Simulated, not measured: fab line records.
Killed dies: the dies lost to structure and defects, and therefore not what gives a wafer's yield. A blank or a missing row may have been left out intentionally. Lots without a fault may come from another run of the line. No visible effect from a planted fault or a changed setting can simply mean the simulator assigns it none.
Split-lot trial | flow n5 finfet | 21 wafers read across 7 lots, on a route 1938 steps long

== THE SPLIT ==
At N5_BEOL_M2_COAT_22 (resist thk 30 nm), the setting spin rpm was moved away from the recipe's 1500 rpm on 6 of the 21 wafers read, by -10.3% to +5.6%. The other wafers ran this setting at the recipe's value.

== FROM THE SPLIT TO THE READING: what the file shows between them, 5 steps ==
- N5_BEOL_M2_EBR_24
- N5_BEOL_M2_SOFTBAKE_23: time 60 s
- N5_BEOL_M2_EXPOSE_25: exposes mask V1, defocus 5 nm
- N5_BEOL_M2_PEB_26: peb time 60 s
- N5_BEOL_M2_DEVELOP_27: develop time 30 s

== THE READING ==
CAR-EUV_of_BEOL_M2_COAT_22.thk nm (the simulator's own value, which no gauge read), in nm, at N5_BEOL_M2_DESCUM_33 (chemistry O2, time 7 s). No usual value for it is given in the file. Across the 15 wafers here that went through the recipe, the average is 26.0 nm and the standard deviation 0.11 nm.

wafer  | tool, chamber at the split | spin rpm as run, rpm | against the recipe | CAR-EUV_of_BEOL_M2_COAT_22.thk nm, nm | against lot-mates on the recipe
L075.1 | litho track-05, 0          | 1500                 | recipe             | 26                                    | -
L075.2 | litho track-05, 0          | 1500                 | recipe             | 26.2                                  | -
L075.6 | litho track-05, 0          | 1500                 | recipe             | 26.2                                  | -
L083.1 | litho track-03, 0          | 1500                 | recipe             | 26                                    | -
L083.5 | litho track-03, 0          | 1500                 | recipe             | 26                                    | -
L083.3 | litho track-03, 0          | 1584                 | +5.6%              | 25                                    | -1.0
L091.1 | litho track-05, 0          | 1346                 | -10.3%             | 27.8                                  | +1.9
L091.2 | litho track-05, 0          | 1500                 | recipe             | 25.8                                  | -
L091.3 | litho track-05, 0          | 1500                 | recipe             | 26                                    | -
L092.1 | litho track-03, 0          | 1564                 | +4.3%              | 25.4                                  | -0.8
L092.4 | litho track-03, 0          | 1564                 | +4.3%              | 25.4                                  | -0.8
L092.3 | litho track-03, 0          | 1500                 | recipe             | 26.2                                  | -
L095.3 | litho track-03, 0          | 1576                 | +5.1%              | 25.4                                  | -0.6
L095.4 | litho track-03, 0          | 1500                 | recipe             | 26                                    | -
L095.5 | litho track-03, 0          | 1576                 | +5.1%              | 25.2                                  | -0.8
L096.1 | litho track-02, 0          | 1500                 | recipe             | 26                                    | -
L096.4 | litho track-02, 0          | 1500                 | recipe             | 26                                    | -
L096.5 | litho track-02, 0          | 1500                 | recipe             | 26                                    | -
L097.1 | litho track-05, 0          | 1500                 | recipe             | 26.2                                  | -
L097.4 | litho track-05, 0          | 1500                 | recipe             | 26                                    | -
L097.6 | litho track-05, 0          | 1500                 | recipe             | 26                                    | -

FIT RESULTS
A straight line over all 21 wafers: CAR-EUV_of_BEOL_M2_COAT_22.thk nm changes by -0.165 nm for each +1% of spin rpm; r = -0.98; the points scatter about the line by 0.11 nm.
The same after taking each lot's own level away (the mean of its wafers on the recipe; 21 wafers): -0.175 nm for each +1%; r = -0.99; scatter 0.096 nm.
Per that fit: largest spin rpm move, reading shift of 1.8 nm.
The lots' own levels span 25.90 to 26.20 nm, that is 2.8 times the standard deviation above.
The two slopes are in agreement: the lot-to-lot level therefore moves the slope only a little.
Check: for one of the wafers moved furthest among these (-10.3%), held out of the fit, the line's prediction against its lot-mates is +1.68 nm. Against them it came out at +1.9 nm.

== THESE WAFERS: OTHER SPLITS ==
These wafers also went through other splits before the reading. Each is held against what the fit with the lots' levels taken away leaves over:
other split on the same wafers  | wafers away from the commonest value | r with CAR-EUV_of_BEOL_M2_COAT_22.thk nm (lot level and that fit taken away)
N5_BEOL_M0_SAQP_PECVD_03 time s | 6                                    | -0.21
N5_BEOL_M0_ETCH_138 source w    | 8                                    | -0.43
N5_BEOL_M1_ILD_DEP_00 time s    | 7                                    | +0.10
N5_BEOL_M1_PECVD_72 time s      | 7                                    | -0.57
N5_BEOL_M2_COAT_67 spin rpm     | 7                                    | +0.05

== THE WHOLE CHAIN: every reading that the file lists as answering this split, in the file's order ==
step                  | what it does           | reading                                                                            | change (the file's fit)               | r (the file's)
N5_BEOL_M2_COAT_22    | resist thk 30 nm       | CAR-EUV_of_BEOL_M2_COAT_22.thk nm (the simulator's own value, which no gauge read) | -0.167 nm for each +1% of the setting | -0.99
N5_BEOL_M2_DEVELOP_27 | develop time 30 s      | CAR-EUV_of_BEOL_M2_COAT_22.thk nm (the simulator's own value, which no gauge read) | -0.16 nm for each +1% of the setting  | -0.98
N5_BEOL_M2_DESCUM_33  | chemistry O2, time 7 s | CAR-EUV_of_BEOL_M2_COAT_22.thk nm (the simulator's own value, which no gauge read) | -0.178 nm for each +1% of the setting | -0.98

== THE FILE'S OWN FIT ==
CAR-EUV_of_BEOL_M2_COAT_22.thk nm changes by -0.178 nm for each +1% of spin rpm, r = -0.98.
